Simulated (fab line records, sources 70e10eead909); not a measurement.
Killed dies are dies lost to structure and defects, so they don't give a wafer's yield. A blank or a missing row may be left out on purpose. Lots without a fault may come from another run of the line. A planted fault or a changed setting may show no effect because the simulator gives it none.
fab line records | flow nand_harc
record lots=19 wafers=57 last_day=33
route steps=1302 shown A_CONTACT@1000
lots that met no fault: from a run of the same line without faults
start_h: hours from the record's first day to the start of the lot's first wafer shown | wait_h: hours since the lot's step before | " the same as in the row above | L1.1+2: a row that stands for several wafers | - no value, or no start given | * or withheld: withheld | < > ~ a bound
route shown NAME@n: a module of which the file shows steps, and the number in the route of the first | usual: mean/standard deviation of fault-free wafers | same: alike in all rows | chamber/n: place in a boat | sites: the reading at each site | _std_site: their standard deviation | _edge_site: outer sites' mean less inner sites' | radius_mm: how far each site lies from the wafer's centre | mask NAME#n: copy n | behind: the tool/chamber that last shaped the wafer | hold: why the lot was held/for how many hours/how that ended | device: the transistor (n, p or np) that didn't switch | end of line: the same wafers' tests at the end of the route | a step without rows: its recipe alone | killed: dies lost to structure and defects at the first sort, not the wafer's yield | map: a wafer's dies, x killed, . not, _ none there
set.NAME: the setting as run; set.NAME@STEP: as run at that earlier step | model.NAME: the simulator's own value behind a step, which no gauge read
steps of the route over a sample of lots; a table a step, a row a wafer
services: from which hour (start_h, from the record's first day; less than 0 if before it) a tool's chamber was out of use, for how many hours, and why
## steps
# step NHARC_A_CONTACT_DESCUM_47
# recipe time_s=3 o2_flow_sccm=200 ar_flow_sccm=0 bias_power_w=0 chemistry=O2
# usual chamber_pressure_mTorr=60.00/0.058 drypump_motor_current_A=5.8/0.33 oes_product_au=1.000/0.0074 rf_vpp_V=57.8/0.87 showerhead_plenum_p_Torr=1.92/0.11 throttle_valve_pct=11.310/0.0091
# columns lot.wafer tool chamber start_h wait_h chamber_pressure_mTorr drypump_motor_current_A oes_product_au rf_hours_counter_h rf_vpp_V showerhead_plenum_p_Torr throttle_valve_pct
L075.3 rie_diel-07 0 471.55 0.1 59.96 5.9 0.997 2 57.7 2.08 11.308
L075.1 " 1 " " 59.98 5.9 1.000 1 57.5 1.91 11.319
L075.2 " 3 " " 59.84 5.5 0.991 2 56.7 1.78 11.320
L076.3 rie_diel-03 0 483.45 0.1 59.98 5.2 1.007 13 58.0 1.83 11.312
L076.1 " 2 " " 59.95 5.0 0.994 11 58.6 2.02 11.307
L076.5 " 1 " " 59.85 5.9 1.000 - 57.9 1.81 11.297
L077.3 rie_diel-07 1 484.07 0.1 59.99 5.9 1.003 3 58.3 1.91 11.320
L077.6 " 1 " " 60.04 5.9 1.002 - 58.5 1.91 11.310
L077.5 " 2 " " 59.95 6.0 1.010 - 57.3 1.88 11.320
L080.3 rie_diel-05 1 514.95 0.1 59.96 5.4 0.998 40 57.5 1.94 11.306
L080.6 " 2 " " 59.96 6.1 0.994 - 56.5 1.76 11.306
L080.5 " 3 " " 60.09 5.2 0.988 - 57.5 2.02 11.308
L078.1 rie_diel-07 1 515.09 0.1 60.04 5.9 0.993 10 57.8 1.91 11.304
L078.2 " 3 " " 59.99 5.6 0.996 12 57.4 1.78 11.318
L078.5 " 1 " " 59.93 5.9 0.997 - 57.7 1.91 11.312
L081.4 rie_diel-07 1 548.66 0.1 60.03 5.9 1.008 15 57.6 1.91 11.305
L081.1 " 2 " " 60.01 6.0 1.012 15 56.4 1.87 11.311
L081.6 " 3 " " 60.01 5.6 1.001 - 57.7 1.78 11.319
L082.3 rie_diel-05 0 548.85 0.1 60.01 6.3 0.996 53 58.0 2.06 11.310
L082.2 " 1 " " 60.00 5.4 1.007 51 56.6 1.94 11.328
L082.4 " 3 " " 59.99 5.1 0.994 56 56.8 2.02 11.320
L083.2 rie_diel-07 3 561.88 0.1 60.03 5.6 1.006 21 57.9 1.78 11.318
L083.1 " 0 " " 60.00 5.9 0.984 21 58.5 2.07 11.316
L083.6 " 3 " " 60.09 5.5 0.999 - 57.4 1.78 11.300
L084.1 rie_diel-03 3 562.99 0.1 60.13 6.1 1.007 38 59.4 2.06 11.324
L084.4 " 0 " " 59.91 5.2 1.009 41 56.0 1.83 11.329
L084.2 " 1 " " 60.00 5.9 1.012 38 58.0 1.80 11.310
L085.4 rie_diel-07 2 566.14 0.1 60.01 6.0 1.000 20 57.2 1.87 11.292
L085.2 " 1 " " 60.03 5.9 0.993 19 57.0 1.90 11.313
L085.6 " 3 " " 59.91 5.5 1.006 - 58.2 1.78 11.302
L087.1 rie_diel-07 0 582.85 0.1 59.95 6.0 1.001 26 59.6 2.07 11.304
L087.2 " 1 " " 60.00 5.8 1.008 22 59.4 1.90 11.319
L087.5 " 1 " " 59.97 5.8 0.996 - 57.1 1.90 11.307
L088.3 rie_diel-03 1 604.10 0.1 60.02 5.9 1.008 49 56.8 1.80 11.284
L088.4 " 2 " " 60.01 5.0 1.015 46 58.5 2.01 11.308
L088.5 " 0 " " 59.96 5.2 1.002 - 57.0 1.82 11.299
L089.1 rie_diel-07 0 611.37 0.1 60.09 5.9 1.008 30 58.7 2.07 11.322
L089.4 " 2 " " 59.89 6.0 1.013 27 56.9 1.87 11.294
L089.5 " 3 " " 59.97 5.5 1.007 - 59.2 1.77 11.316
L091.1 rie_diel-05 0 624.52 0.1 60.09 6.3 0.994 20 58.8 2.05 11.305
L091.5 " 0 " " 60.03 6.3 0.994 - 57.7 2.05 11.320
L091.6 " 1 " " 60.14 5.3 1.000 - 57.4 1.93 11.300
L092.2 rie_diel-07 1 640.04 0.1 60.02 5.9 0.988 1 59.1 1.90 11.303
L092.1 " 0 " " 59.98 5.9 0.988 1 59.0 2.06 11.316
L092.5 " 2 " " 60.10 6.0 0.998 - 58.6 1.87 11.297
L095.3 rie_diel-07 0 672.71 0.1 60.02 5.9 0.979 5 57.7 2.06 11.318
L095.2 " 2 " " 59.85 6.0 0.996 5 59.3 1.87 11.312
L095.6 " 0 " " 60.04 5.9 0.987 - 58.1 2.06 11.305
L094.1 rie_diel-03 0 673.47 0.1 59.99 5.2 0.994 18 56.2 1.81 11.300
L094.2 " 2 " " 60.00 5.0 1.003 22 57.8 2.00 11.323
L094.6 " 0 " " 59.89 5.2 0.989 - 57.4 1.81 11.317
L097.1 rie_diel-07 3 695.99 0.1 60.03 5.6 1.004 10 59.3 1.77 11.308
L097.3 " 0 " " 59.99 5.9 0.983 8 59.4 2.06 11.317
L097.6 " 3 " " 59.96 5.6 0.987 - 55.8 1.77 11.323
L096.3 rie_diel-07 3 700.73 0.1 59.98 5.5 1.009 11 57.5 1.77 11.321
L096.4 " 1 " " 60.10 5.8 0.995 8 58.3 1.90 11.320
L096.1 " 2 " " 60.08 6.0 0.998 9 57.7 1.87 11.310
# step NHARC_A_CONTACT_ETCH_112
# recipe source_w=withheld pressure_mtorr=20 bias_v=3000 time_s=190 target_depth_a=18500 ar_flow_sccm=withheld c4f8_flow_sccm=withheld o2_flow_sccm=withheld chemistry=C4F8/O2/Ar
# usual chamber_pressure_mTorr=19.999/0.021 oes_air_line_au=1.001/0.022
# columns lot.wafer tool chamber start_h wait_h chamber_pressure_mTorr oes_air_line_au rf_hours_counter_h
L075.1 har_cap_etch-02 0 473.58 0.2 19.999 0.967 80
L075.2 " 1 " " 19.959 0.991 80
L075.3 " 1 " " 20.008 0.986 -
L076.1 har_cap_etch-02 1 485.46 0.2 19.994 0.968 84
L076.3 " 1 " " 19.969 0.979 -
L076.5 " 1 " " 20.004 0.935 -
L077.3 har_cap_etch-03 0 488.21 0.2 19.979 1.019 -
L077.6 " 0 " " 20.023 1.000 -
L077.5 " 1 " " 20.030 1.001 -
L080.3 har_cap_etch-01 0 517.15 0.2 20.004 0.997 -
L080.5 " 1 " " 20.003 0.994 -
L080.6 " 0 " " 19.998 0.982 -
L078.2 har_cap_etch-03 0 517.17 0.2 20.020 0.977 50
L078.1 " 1 " " 19.998 0.981 50
L078.5 " 1 " " 20.017 1.020 -
L081.1 har_cap_etch-03 0 550.71 0.2 19.841 0.996 55
L081.4 " 1 " " 20.000 1.008 -
L081.6 " 0 " " 20.012 1.004 -
L082.2 har_cap_etch-01 0 550.99 0.2 20.013 1.008 11
L082.4 " 1 " " 20.005 1.026 -
L082.3 " 0 " " 20.022 1.010 -
L083.1 har_cap_etch-01 0 563.90 0.2 19.982 0.979 14
L083.2 " 1 " " 20.009 0.980 14
L083.6 " 0 " " 20.023 0.996 -
L084.1 har_cap_etch-02 0 565.16 0.2 19.994 0.998 100
L084.2 " 1 " " 20.010 0.974 100
L084.4 " 1 " " 19.996 0.995 -
L085.2 har_cap_etch-03 1 568.15 0.2 19.987 0.988 59
L085.4 " 0 " " 20.017 1.013 -
L085.6 " 1 " " 20.006 1.002 -
L087.2 har_cap_etch-01 1 584.91 0.2 19.980 1.004 20
L087.1 " 0 " " 20.015 1.024 20
L087.5 " 1 " " 20.024 0.956 -
L088.4 har_cap_etch-02 1 606.16 0.2 20.005 1.020 -
L088.3 " 0 " " 19.989 0.995 -
L088.5 " 0 " " 20.012 0.976 -
L089.1 har_cap_etch-01 1 613.39 0.2 19.995 0.991 25
L089.4 " 1 " " 20.014 1.028 -
L089.5 " 0 " " 20.002 1.000 -
L091.1 har_cap_etch-02 1 626.55 0.2 20.032 0.986 113
L091.6 " 1 " " 20.000 1.011 -
L091.5 " 0 " " 19.988 1.036 -
L092.2 har_cap_etch-01 1 642.12 0.2 19.973 1.005 31
L092.1 " 0 " " 19.994 0.977 31
L092.5 " 1 " " 20.016 1.004 -
L095.2 har_cap_etch-01 1 674.74 0.2 19.995 1.006 35
L095.3 " 0 " " 20.001 0.984 -
L095.6 " 0 " " 19.999 0.997 -
L094.2 har_cap_etch-02 1 675.86 0.2 20.013 0.974 121
L094.1 " 0 " " 19.972 1.028 121
L094.6 " 0 " " 20.002 1.014 -
L097.1 har_cap_etch-02 0 698.04 0.2 20.004 0.971 125
L097.3 " 1 " " 20.006 1.056 -
L097.6 " 0 " " 19.978 1.001 -
L096.1 har_cap_etch-03 1 702.91 0.2 19.991 1.002 82
L096.3 " 0 " " 20.007 1.019 -
L096.4 " 1 " " 19.961 1.010 -
# step NHARC_A_CONTACT_ETCH_118
# recipe source_w=withheld pressure_mtorr=20 bias_v=3000 time_s=190 target_depth_a=18500 ar_flow_sccm=withheld c4f8_flow_sccm=withheld o2_flow_sccm=withheld chemistry=C4F8/O2/Ar
# usual chamber_pressure_mTorr=20.001/0.018 oes_air_line_au=1.001/0.02
# columns lot.wafer tool chamber start_h wait_h chamber_pressure_mTorr oes_air_line_au rf_hours_counter_h
L075.1 har_cap_etch-02 0 474.62 0.1 20.007 1.017 81
L075.2 " 1 " " 20.012 0.982 81
L075.3 " 1 " " 20.015 1.000 -
L076.1 har_cap_etch-02 1 486.50 0.1 20.019 0.994 85
L076.3 " 1 " " 20.002 1.010 -
L076.5 " 1 " " 20.010 0.993 -
L077.3 har_cap_etch-03 0 489.38 0.1 19.984 0.981 -
L077.6 " 0 " " 20.014 1.025 -
L077.5 " 1 " " 20.007 0.999 -
L080.3 har_cap_etch-01 0 518.43 0.2 19.998 0.991 -
L080.5 " 1 " " 20.001 1.016 -
L080.6 " 0 " " 19.987 0.957 -
L078.2 har_cap_etch-03 0 518.54 0.2 20.031 1.022 50
L078.1 " 1 " " 20.029 0.996 50
L078.5 " 1 " " 19.991 1.028 -
L081.1 har_cap_etch-03 0 551.73 0.1 20.010 1.022 56
L081.4 " 1 " " 20.002 0.975 -
L081.6 " 0 " " 20.002 0.969 -
L082.2 har_cap_etch-01 0 552.36 0.2 19.979 1.000 12
L082.4 " 1 " " 19.996 1.001 -
L082.3 " 0 " " 20.002 1.030 -
L083.1 har_cap_etch-01 0 564.92 0.1 19.975 0.993 15
L083.2 " 1 " " 20.008 1.004 15
L083.6 " 0 " " 19.992 1.019 -
L084.1 har_cap_etch-02 0 566.18 0.1 20.002 1.026 101
L084.2 " 1 " " 20.021 0.978 101
L084.4 " 1 " " 19.986 1.028 -
L085.2 har_cap_etch-03 1 569.18 0.1 19.972 1.033 60
L085.4 " 0 " " 19.993 1.000 -
L085.6 " 1 " " 19.993 1.008 -
L087.2 har_cap_etch-01 1 585.93 0.1 20.020 0.957 20
L087.1 " 0 " " 20.007 0.989 20
L087.5 " 1 " " 19.986 0.978 -
L088.4 har_cap_etch-02 1 607.18 0.1 19.987 0.979 -
L088.3 " 0 " " 19.991 0.997 -
L088.5 " 0 " " 19.983 1.022 -
L089.1 har_cap_etch-01 1 614.41 0.1 19.992 0.981 26
L089.4 " 1 " " 19.972 1.001 -
L089.5 " 0 " " 19.984 1.045 -
L091.1 har_cap_etch-02 1 627.63 0.2 19.984 0.971 114
L091.6 " 1 " " 20.010 1.014 -
L091.5 " 0 " " 19.982 1.000 -
L092.2 har_cap_etch-01 1 643.50 0.2 20.013 0.999 32
L092.1 " 0 " " 20.031 0.984 32
L092.5 " 1 " " 19.991 1.013 -
L095.2 har_cap_etch-01 1 675.76 0.1 20.026 1.018 36
L095.3 " 0 " " 19.985 0.980 -
L095.6 " 0 " " 20.004 0.974 -
L094.2 har_cap_etch-02 1 676.89 0.1 20.007 1.011 122
L094.1 " 0 " " 19.995 0.982 122
L094.6 " 0 " " 20.000 1.011 -
L097.1 har_cap_etch-02 0 699.06 0.1 19.989 1.003 126
L097.3 " 1 " " 20.014 1.042 -
L097.6 " 0 " " 20.000 0.984 -
L096.1 har_cap_etch-03 1 704.28 0.2 20.005 0.999 83
L096.3 " 0 " " 19.998 1.023 -
L096.4 " 1 " " 19.991 1.000 -
# step NHARC_A_CONTACT_ETCH_102
# recipe target_depth_a=1000 overetch_a=100 time_s=55 ion_energy_ev=100 cf4_flow_sccm=80 o2_flow_sccm=20 ar_flow_sccm=0 rf_w=300 bias_w=100 chemistry=CF4/O2
# usual cf4_flow_sccm=80.01/0.28 chamber_pressure_mTorr=29.999/0.027 drypump_motor_current_A=5.8/0.34 oes_f_703_au=1.000/0.0046 oes_product_au=0.999/0.0069 rf_vpp_V=198.0/1.7 showerhead_plenum_p_Torr=1.34/0.076 throttle_valve_pct=13.397/0.0082
# columns lot.wafer tool chamber start_h wait_h cf4_flow_sccm chamber_pressure_mTorr drypump_motor_current_A oes_f_703_au oes_product_au rf_hours_counter_h rf_vpp_V showerhead_plenum_p_Torr throttle_valve_pct
L075.3 rie_diel-07 0 476.97 0.1 80.14 29.974 5.9 0.998 0.994 4 200.6 1.45 13.394
L075.2 " 2 " " 79.67 29.960 6.0 0.998 0.998 3 197.6 1.31 13.375
L075.1 " 3 " " 79.68 29.954 5.5 0.999 1.001 4 196.2 1.25 13.402
L076.3 rie_diel-05 1 489.17 0.1 80.08 29.987 5.4 0.999 1.011 27 197.5 1.36 13.392
L076.1 " 0 " " 80.08 29.993 6.3 1.003 1.010 29 199.7 1.44 13.397
L076.5 " 2 " " 79.69 30.045 6.2 0.990 0.999 - 195.4 1.24 13.405
L077.3 rie_diel-07 3 491.78 0.1 80.19 30.031 5.6 1.005 1.001 7 195.7 1.25 13.401
L077.6 " 2 " " 80.05 29.994 6.0 0.994 0.999 - 196.9 1.31 13.412
L077.5 " 3 " " 79.63 29.976 5.6 1.007 1.005 - 194.7 1.25 13.388
L078.1 rie_diel-07 2 521.45 0.1 79.54 29.983 6.0 0.996 0.998 12 197.4 1.31 13.398
L078.2 " 3 " " 80.04 30.047 5.6 1.002 0.993 14 194.9 1.24 13.418
L078.5 " 3 " " 80.07 30.042 5.6 0.999 0.994 - 194.4 1.24 13.404
L080.3 rie_diel-03 3 522.04 0.1 79.79 29.976 6.1 1.008 0.995 30 199.9 1.44 13.391
L080.6 " 0 " " 80.47 29.950 5.2 1.000 1.001 - 196.9 1.28 13.400
L080.5 " 1 " " 79.60 29.982 5.9 1.004 0.989 - 195.0 1.26 13.401
L081.4 rie_diel-03 2 554.04 0.1 80.18 29.988 5.0 0.993 1.003 31 198.9 1.41 13.387
L081.1 " 0 " " 80.21 30.007 5.2 1.003 0.992 38 198.0 1.28 13.403
L081.6 " 2 " " 80.32 30.051 5.0 1.005 0.999 - 199.0 1.41 13.407
L082.4 rie_diel-07 2 555.12 0.1 79.76 29.996 6.0 0.999 1.004 16 196.3 1.31 13.403
L082.2 " 0 " " 79.81 29.943 5.9 1.001 1.002 19 200.4 1.44 13.387
L082.3 " 1 " " 79.83 30.032 5.9 1.007 0.996 16 198.2 1.33 13.403
L083.1 rie_diel-03 3 567.60 0.1 80.28 30.018 6.1 0.997 0.997 40 200.5 1.44 13.390
L083.2 " 1 " " 79.91 30.010 5.9 0.999 0.997 40 197.2 1.26 13.381
L083.6 " 3 " " 79.85 29.982 6.1 1.001 1.006 - 199.9 1.44 13.393
L084.4 rie_diel-07 3 568.52 0.0 80.12 29.979 5.6 1.005 1.001 23 196.1 1.24 13.408
L084.1 " 0 " " 80.21 29.990 5.9 0.997 0.995 24 199.7 1.44 13.399
L084.2 " 1 " " 79.84 29.988 5.9 0.994 0.990 21 197.3 1.33 13.402
L085.4 rie_diel-07 2 571.53 0.1 80.38 30.095 6.0 0.991 1.009 21 196.9 1.31 13.383
L085.2 " 3 " " 79.95 30.032 5.5 0.998 1.014 23 195.0 1.24 13.401
L085.6 " 1 " " 80.08 29.962 5.9 0.999 0.999 - 198.9 1.33 13.392
L087.1 rie_diel-05 1 588.50 0.1 80.34 30.026 5.3 1.008 1.004 9 197.6 1.35 13.387
L087.2 " 0 " " 79.64 29.951 6.3 0.999 0.991 9 200.2 1.43 13.403
L087.5 " 2 " " 80.16 29.993 6.1 0.998 1.008 - 200.4 1.44 13.408
L088.3 rie_diel-07 3 609.51 0.1 80.00 30.035 5.5 0.998 0.993 31 197.0 1.24 13.394
L088.4 " 0 " " 80.47 29.984 5.9 1.000 0.998 30 199.6 1.44 13.399
L088.5 " 2 " " 80.04 30.047 6.0 0.995 1.008 - 197.5 1.31 13.396
L089.4 rie_diel-07 3 616.81 0.1 80.11 29.998 5.6 0.997 1.007 32 195.5 1.24 13.400
L089.1 " 0 " " 80.46 29.952 5.9 0.999 0.993 32 198.7 1.44 13.396
L089.5 " 3 " " 79.98 29.988 5.5 1.003 0.995 - 194.7 1.24 13.391
L091.1 rie_diel-05 0 630.57 0.1 80.53 30.027 6.3 1.003 0.987 22 201.0 1.43 13.394
L091.6 " 0 " " 80.12 30.027 6.3 0.999 0.991 - 199.4 1.43 13.397
L091.5 " 1 " " 80.16 29.965 5.4 1.005 1.004 - 198.6 1.34 13.397
L092.2 rie_diel-07 1 646.30 0.1 79.70 30.017 5.8 1.003 0.997 3 199.1 1.33 13.396
L092.1 " 2 " " 79.95 29.969 6.0 0.996 1.010 3 197.1 1.30 13.389
L092.5 " 0 " " 80.59 30.020 5.9 0.998 1.003 - 200.2 1.44 13.365
L095.3 rie_diel-07 3 678.09 0.1 79.72 29.972 5.6 0.998 1.009 7 196.7 1.24 13.393
L095.2 " 1 " " 79.89 29.990 5.9 0.996 0.999 5 197.6 1.33 13.394
L095.6 " 2 " " 79.84 30.004 6.0 1.010 0.998 - 196.8 1.30 13.403
L094.2 rie_diel-07 1 679.34 0.0 80.49 29.979 5.9 1.009 0.982 6 196.4 1.33 13.406
L094.1 " 2 " " 79.79 29.975 6.0 1.003 0.991 7 197.5 1.30 13.394
L094.6 " 1 " " 80.53 29.944 5.9 1.005 0.986 - 197.3 1.33 13.382
L097.3 rie_diel-03 2 701.53 0.1 80.14 29.971 5.0 0.991 0.985 33 199.5 1.39 13.398
L097.1 " 0 " " 79.65 30.017 5.2 0.998 0.989 29 196.4 1.27 13.397
L097.6 " 2 " " 79.51 30.058 5.0 0.994 0.993 - 199.3 1.39 13.404
L096.3 rie_diel-05 3 706.75 0.1 80.31 29.976 5.2 1.003 0.991 41 200.4 1.40 13.407
L096.1 " 0 " " 79.90 30.031 6.3 0.999 0.995 47 201.2 1.42 13.402
L096.4 " 1 " " 79.85 29.990 5.4 0.998 0.991 45 197.3 1.34 13.402
# step NHARC_A_CONTACT_ETCH_75
# recipe target_depth_a=390 over_etch_frac=0.3 time_s=65 ion_energy_ev=80 cf4_flow_sccm=150 ar_flow_sccm=0 rf_w=300 bias_w=100 chemistry=CF4
# usual cf4_flow_sccm=150.0/0.4 chamber_pressure_mTorr=50.00/0.045 drypump_motor_current_A=5.8/0.38 oes_product_au=0.999/0.0075 rf_vpp_V=151.6/1.4 showerhead_plenum_p_Torr=1.79/0.094 throttle_valve_pct=13.285/0.0086
# columns lot.wafer tool chamber start_h wait_h cf4_flow_sccm chamber_pressure_mTorr drypump_motor_current_A oes_product_au rf_hours_counter_h rf_vpp_V showerhead_plenum_p_Torr throttle_valve_pct
L075.1 rie_diel-05 0 483.69 0.1 150.7 50.03 6.3 1.000 28 152.0 1.90 13.284
L075.2 " 2 " " 150.2 49.89 6.1 0.998 26 148.2 1.64 13.288
L075.3 " 3 " " 149.5 49.97 5.2 0.999 31 152.2 1.87 13.300
L076.1 rie_diel-07 2 495.38 0.1 149.6 50.03 6.0 1.007 6 149.3 1.74 13.280
L076.3 " 1 " " 150.0 50.02 5.9 0.991 7 152.3 1.76 13.293
L076.5 " 2 " " 149.6 50.06 6.0 1.007 - 151.8 1.74 13.283
L077.3 rie_diel-05 2 496.70 0.1 150.2 50.02 6.1 0.989 30 148.5 1.64 13.300
L077.6 " 3 " " 150.3 50.00 5.2 0.999 - 152.4 1.87 13.286
L077.5 " 0 " " 150.3 50.00 6.3 1.004 - 155.2 1.90 13.297
L078.1 rie_diel-07 0 527.04 0.1 150.0 49.98 5.9 1.000 15 154.8 1.90 13.279
L078.2 " 1 " " 150.1 49.97 5.9 0.994 12 150.8 1.76 13.286
L078.5 " 2 " " 149.4 49.97 6.0 1.001 - 151.6 1.74 13.290
L080.3 rie_diel-05 3 528.30 0.1 150.3 49.93 5.2 1.004 51 151.0 1.86 13.291
L080.5 " 0 " " 150.5 50.01 6.3 1.010 - 152.5 1.89 13.285
L080.6 " 1 " " 149.6 50.03 5.4 1.022 - 151.1 1.79 13.285
L081.4 rie_diel-07 0 558.92 0.1 150.2 49.95 5.9 0.989 20 152.6 1.90 13.276
L081.1 " 1 " " 150.5 49.98 5.9 0.979 16 151.6 1.76 13.275
L081.6 " 0 " " 150.5 49.98 5.9 0.992 - 153.6 1.90 13.282
L082.4 rie_diel-07 1 560.11 0.1 149.8 49.92 5.9 0.992 17 151.0 1.76 13.304
L082.3 " 2 " " 149.8 50.10 6.0 1.011 18 151.3 1.73 13.288
L082.2 " 0 " " 150.3 50.02 5.9 1.012 20 154.2 1.90 13.287
L083.2 rie_diel-03 3 575.25 0.1 149.2 49.93 6.1 1.005 41 152.7 1.90 13.285
L083.1 " 1 " " 150.3 49.97 5.9 0.998 42 150.7 1.67 13.269
L083.6 " 3 " " 149.0 49.99 6.1 1.006 - 153.6 1.90 13.288
L084.4 rie_diel-07 1 576.27 0.1 150.3 50.01 5.8 0.998 21 150.9 1.76 13.285
L084.1 " 2 " " 150.1 50.06 6.0 0.998 21 150.4 1.73 13.279
L084.2 " 3 " " 150.3 50.01 5.6 1.007 23 149.2 1.65 13.285
L085.4 rie_diel-07 0 579.13 0.5 150.8 50.02 5.9 0.996 25 152.2 1.90 13.266
L085.2 " 1 " " 149.9 50.02 5.9 0.986 22 152.0 1.76 13.284
L085.6 " 3 " " 149.9 49.97 5.6 1.000 - 149.1 1.65 13.279
L087.1 rie_diel-05 0 595.30 0.1 151.2 50.01 6.3 0.993 11 153.2 1.89 13.277
L087.2 " 1 " " 149.9 50.02 5.4 1.002 12 153.4 1.78 13.294
L087.5 " 2 " " 149.6 50.01 6.1 1.003 - 153.4 1.91 13.280
L088.3 rie_diel-07 0 615.49 0.1 149.8 49.90 5.9 1.000 31 152.3 1.90 13.284
L088.4 " 2 " " 149.7 50.06 6.0 1.003 28 149.4 1.73 13.271
L088.5 " 3 " " 150.6 50.00 5.5 1.013 - 149.4 1.65 13.291
L089.4 rie_diel-03 2 622.15 0.1 150.6 49.99 5.0 0.993 0 153.2 1.85 13.269
L089.1 " 0 " " 150.0 50.02 5.2 0.983 0 151.3 1.69 13.310
L089.5 " 3 " " 150.6 50.06 6.1 0.999 - 153.2 1.89 13.292
L091.1 rie_diel-07 3 636.62 0.1 150.2 49.93 5.6 0.994 0 149.7 1.65 13.299
L091.6 " 0 " " 150.4 49.94 5.9 0.989 - 152.3 1.90 13.297
L091.5 " 1 " " 149.7 50.06 5.9 0.987 - 150.7 1.76 13.286
L092.1 rie_diel-05 0 652.21 0.1 149.8 50.01 6.3 0.980 29 152.5 1.88 13.289
L092.2 " 2 " " 150.1 49.91 6.1 0.995 27 152.4 1.90 13.280
L092.5 " 0 " " 149.0 49.97 6.3 0.993 - 152.9 1.88 13.278
L095.2 rie_diel-07 1 683.18 0.2 149.8 50.01 5.8 1.001 6 151.2 1.76 13.296
L095.3 " 2 " " 150.0 50.00 6.1 0.995 7 151.7 1.73 13.291
L095.6 " 0 " " 150.3 49.99 5.9 0.989 - 152.6 1.90 13.285
L094.2 rie_diel-03 1 684.27 0.1 150.4 50.02 5.9 0.995 24 148.9 1.66 13.280
L094.1 " 3 " " 149.6 50.04 6.1 1.008 20 152.1 1.89 13.294
L094.6 " 0 " " 150.0 49.93 5.2 0.989 - 150.4 1.68 13.284
L097.1 rie_diel-03 3 707.12 0.1 149.5 49.95 6.1 0.998 29 154.0 1.88 13.298
L097.3 " 2 " " 150.0 50.02 5.0 0.986 35 152.8 1.84 13.271
L097.6 " 0 " " 150.0 49.99 5.2 0.998 - 150.3 1.68 13.279
L096.1 rie_diel-03 1 711.83 0.1 150.1 49.98 5.9 0.999 37 150.8 1.66 13.274
L096.4 " 2 " " 149.6 49.96 5.0 0.991 37 152.2 1.84 13.286
L096.3 " 3 " " 150.2 49.91 6.1 1.011 32 153.4 1.88 13.284
# step NHARC_A_CONTACT_ETCH_129
# recipe source_w=withheld pressure_mtorr=20 bias_v=3000 time_s=197 target_depth_a=19180 ar_flow_sccm=withheld c4f8_flow_sccm=withheld o2_flow_sccm=withheld chemistry=C4F8/O2/Ar
# usual chamber_pressure_mTorr=19.998/0.019 oes_air_line_au=1.006/0.021
# columns lot.wafer tool chamber start_h wait_h chamber_pressure_mTorr oes_air_line_au rf_hours_counter_h
L075.2 har_cap_etch-03 0 486.36 0.2 20.010 1.014 42
L075.1 " 1 " " 19.976 1.042 42
L075.3 " 1 " " 20.000 0.999 -
L076.1 har_cap_etch-02 0 497.76 0.1 19.991 1.002 89
L076.3 " 0 " " 19.976 1.014 -
L076.5 " 0 " " 19.988 0.992 -
L077.3 har_cap_etch-03 0 499.13 0.1 20.014 1.032 -
L077.6 " 1 " " 19.978 1.033 -
L077.5 " 0 " " 19.990 1.032 -
L078.2 har_cap_etch-03 0 529.71 0.2 19.962 1.048 52
L078.1 " 1 " " 20.006 0.987 52
L078.5 " 0 " " 20.008 0.986 -
L080.3 har_cap_etch-01 1 531.09 0.2 20.015 1.041 -
L080.6 " 0 " " 20.006 1.006 -
L080.5 " 1 " " 19.993 1.048 -
L081.1 har_cap_etch-02 1 561.30 0.1 20.003 1.014 99
L081.4 " 1 " " 19.979 1.019 -
L081.6 " 1 " " 20.013 1.002 -
L082.2 har_cap_etch-03 1 562.49 0.1 19.990 0.985 58
L082.3 " 0 " " 20.017 1.022 -
L082.4 " 1 " " 20.009 0.994 -
L083.1 har_cap_etch-03 0 577.61 0.1 19.982 1.023 62
L083.2 " 1 " " 19.983 0.989 62
L083.6 " 1 " " 19.995 1.028 -
L084.1 har_cap_etch-02 0 578.75 0.1 19.995 1.021 105
L084.2 " 1 " " 19.989 1.044 105
L084.4 " 0 " " 19.997 1.030 -
L085.2 har_cap_etch-03 1 581.52 0.1 20.019 1.023 64
L085.4 " 1 " " 20.006 1.026 -
L085.6 " 1 " " 20.009 1.018 -
L087.1 har_cap_etch-03 1 597.65 0.1 20.013 1.018 67
L087.2 " 0 " " 20.001 0.993 67
L087.5 " 1 " " 19.964 1.001 -
L088.4 har_cap_etch-03 0 617.90 0.1 19.980 0.971 -
L088.3 " 1 " " 20.026 0.998 -
L088.5 " 0 " " 19.965 1.018 -
L089.1 har_cap_etch-01 1 624.52 0.1 20.009 1.008 28
L089.4 " 0 " " 19.999 1.026 -
L089.5 " 0 " " 20.024 0.975 -
L091.1 har_cap_etch-02 1 639.15 0.1 20.018 1.027 116
L091.5 " 0 " " 19.984 0.984 -
L091.6 " 1 " " 20.028 1.019 -
L092.1 har_cap_etch-01 1 654.87 0.1 19.983 0.984 34
L092.2 " 0 " " 20.017 1.005 34
L092.5 " 0 " " 20.034 0.977 -
L095.2 har_cap_etch-03 0 685.58 0.1 20.021 0.981 80
L095.3 " 0 " " 20.002 1.015 -
L095.6 " 0 " " 19.994 0.988 -
L094.2 har_cap_etch-01 1 686.62 0.1 19.996 1.013 38
L094.1 " 0 " " 19.997 1.022 38
L094.6 " 1 " " 20.017 0.992 -
L097.1 har_cap_etch-02 1 709.52 0.1 20.009 0.988 128
L097.3 " 1 " " 19.979 0.976 -
L097.6 " 1 " " 19.975 0.978 -
L096.1 har_cap_etch-01 0 714.48 0.2 20.008 1.025 44
L096.3 " 0 " " 20.000 0.995 -
L096.4 " 1 " " 19.990 0.968 -
## services
# columns tool chamber start_h hours kind
rie_diel-05 2 447.62 9.7 repair
rie_diel-07 0 456.44 - clean
rie_diel-07 0 456.44 - consumable_replace:showerhead
rie_diel-07 1 456.44 - clean
rie_diel-07 2 456.44 - clean
rie_diel-07 3 456.44 - clean
har_cap_etch-01 - 473.00 17.0 pm
rie_diel-07 0 480.94 - clean
rie_diel-07 1 480.94 - clean
rie_diel-07 2 480.94 - clean
rie_diel-07 3 480.94 - clean
rie_diel-07 0 505.62 - clean
rie_diel-07 1 505.62 - clean
rie_diel-07 2 505.62 - clean
rie_diel-07 3 505.62 - clean
rie_diel-07 0 530.12 - clean
rie_diel-07 1 530.12 - clean
rie_diel-05 3 534.63 5.9 repair
rie_diel-03 3 607.91 3.9 repair
rie_diel-03 - 611.37 9.0 pm
rie_diel-07 - 624.44 9.0 pm
rie_diel-05 3 649.29 4.2 repair
rie_diel-03 3 669.68 11.9 repair
har_cap_etch-03 - 714.41 0.4 repair
## key
fault none
